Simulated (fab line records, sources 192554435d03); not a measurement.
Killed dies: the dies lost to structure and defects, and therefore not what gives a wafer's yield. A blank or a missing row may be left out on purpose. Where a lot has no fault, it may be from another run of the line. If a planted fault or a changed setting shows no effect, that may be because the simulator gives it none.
Struck lot and sound lot, side by side ; flow n5Finfet ; 34 steps out of a route of 1938
Sound: the wafers L283.2, L283.4, L283.6. Struck: wafer L281.3; the same lot's L281.4 was not struck, so it is left out; see the end for the cause.
Order at every step that has rows: each side's tool, ch and its chambers, its first start. Under that, the readings that differ: sound wafers ; struck wafers ; difference of the means ; sigmas: that difference in standard deviations of wafers without a fault.
alike: a reading whose means differ by less than 2 such deviations, as well as words and numbers matching on both sides. not compared: withheld readings; readings where some wafer has no value; bounds like >300 that might hide an equal value; numbers whose values overlap and for which the record gives no deviation.
A row with sigmas, a row that says differs or no value, or rows on one side alone: a step with any of these is where the two part. When numbers do not overlap yet have no deviation, they are printed without sigmas and do not part them. Lack of a reading on every wafer of one side parts them only where that side has two or more wafers.

first, 9 steps without rows for these wafers: N5_MOL_CONTACT_COAG_SOFTBAKE_35 (time 60 s); N5_MOL_CONTACT_COAG_EXPOSE_37 (exposes mask VD, defocus 0 nm); N5_MOL_CONTACT_COAG_PEB_38 (peb time 60 s); N5_MOL_CONTACT_COAG_DEVELOP_39 (develop time 30 s); N5_MOL_CONTACT_COAG_DESCUM_45 (chemistry O2, time 7 s); N5_MOL_CONTACT_COAG_ETCH_65 (etches underlayer in N2/H2, target depth 13 nm, time 10.4 s); N5_MOL_CONTACT_COAG_ETCH_66 (etches SiARC in CF4, target depth 13 nm, time 21.7 s); N5_MOL_CONTACT_COAG_ALD_133 (deposits SiO2, target thk 5 nm, pulse time 1 s, co reactant pulse time 1 s); N5_MOL_CONTACT_COAG_ETCHBACK_134 (etches SiO2 in CHF3, target depth 10 nm, time 6.7 s).
N5_MOL_CONTACT_COAG_ETCH_67: etches SOC in N2/H2, target depth 60 nm, overetch 21 nm, time 101.2 s.
  sound on rieDiel-03 ch 0,1,2, day 10 07:05; struck on rieDiel-05 ch 2, day 9 19:35
reading;sound;struck;difference;sigmas
chamberPressureMTorr (mTorr);29.996 30.024 29.981;29.945;-0.055;-2
model.etch.depthNm (nm);60.57 60.32 60.28;51.3;-9.1;
model.SiARC_of_MOL_CONTACT_COAG_COAT_63.thkNm (nm);5.8 6 6;7.4;+1.5;
  alike: drypumpMotorCurrentA, oesProductAu, rfVppV, showerheadPlenumPTorr, throttleValvePct
  not compared: rfHoursCounterH
then, 4 steps without rows for these wafers: N5_MOL_CONTACT_COAG_STRIP_68 (strips in N2/H2); N5_MOL_CONTACT_COAG_STRIP_69 (strips in N2/H2); N5_MOL_CONTACT_COAG_ETCHBACK_136 (etches SiO2 in CHF3, target depth 25 nm, time 16.7 s); N5_MOL_CONTACT_COAG_STRIP_120 (strips in CHF3).
N5_MOL_CONTACT_COAG_VIA_ETCH_117: etches SiO2 in C4F6/O2, target depth 40 nm, overetch 8 nm, time 26 s.
  sound on rieDiel-03 ch 0,1,2, day 10 07:13; struck on rieDiel-05 ch 2, day 9 19:43
reading;sound;struck;difference;sigmas
oesProductAu (a.u.);0.79 0.74 0.62;0.30;-0.42;-5
throttleValvePct (%);41.32 41.45 41.40;40.28;-1.11;-5
  alike: O2_flow_sccm, chamberPressureMTorr, drypumpMotorCurrentA, oes_f_703_au, rfVppV, showerheadPlenumPTorr
  not compared: rfHoursCounterH
then, 17 steps without rows for these wafers: N5_MOL_CONTACT_COAG_STRIP_72 (strips in N2/H2); N5_MOL_CONTACT_COAG_STRIP_49 (strips in N2/H2, time 30 s); N5_MOL_CONTACT_COAG_PRECLEAN_138 (cleans in alkaline clean, time 60 s); N5_MOL_CONTACT_COAG_SRD_139 (time 30 s); N5_MOL_CONTACT_COAG_PRE_CLEAN_121; N5_MOL_CONTACT_COAG_CVD_140 (deposits W, target thk 66.5 nm, time 215 s); N5_MOL_CONTACT_COAG_PRECLEAN_127 (cleans in DIW, time 57.5 s); N5_MOL_CONTACT_COAG_SRD_128 (dry time 32 s); N5_MOL_CONTACT_COAG_CMP_52 (polishes, stops on SiO2, t overpolish 1.5 s, target thk 66.5 nm); N5_MOL_CONTACT_COAG_ANNEAL_112 (time 1800 s); N5_BEOL_M0_SAQP_PECVD_00 (deposits SiCN from 3MS/NH3, target thk 8 nm, time 14 s); N5_BEOL_M0_SAQP_ILD_DEP_01 (deposits SiOC from DEMS/O2, target thk 45.419 nm, time 8.7 s); N5_BEOL_M0_SAQP_HM_DEP_02 (deposits TiN, target thk 12 nm); N5_BEOL_M0_SAQP_PECVD_03 (deposits SiCN from 3MS/NH3, target thk 12 nm, time 21.1 s); N5_BEOL_M0_SAQP_PECVD_96 (deposits a-Si from SiH4/He, target thk 45 nm, time 45.2 s); N5_BEOL_M0_SAQP_PECVD_97 (deposits SiNx from SiH4/NH3/N2, target thk 23 nm, time 19.9 s); N5_BEOL_M0_SAQP_PECVD_04 (deposits a-Si from SiH4/He, target thk 60 nm, time 60.2 s).
N5_BEOL_M4_RC_MEAS_101:
  the record has rows for the sound wafers here (prober-01 ch 0, day 13 19:48) and none for the struck ones
-- here the record skips 7 days between the struck wafers' starts before and after, leaving off in module BEOL_M4 and picking up in module PASSIVATION (first step shown: number 1936 of the route) --
N5_PASSIVATION_PROBE_49:
  the record has rows for the struck wafers here (prober-02, day 16 16:49) and none for the sound ones

WHERE THEY PART
Earliest at N5_MOL_CONTACT_COAG_ETCH_67; latest, in this record, at N5_PASSIVATION_PROBE_49.

WHY: the cause the simulator had injected
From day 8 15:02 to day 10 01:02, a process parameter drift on rieDiel-05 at N5_MOL_CONTACT_COAG_ETCH_67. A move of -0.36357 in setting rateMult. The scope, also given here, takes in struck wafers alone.
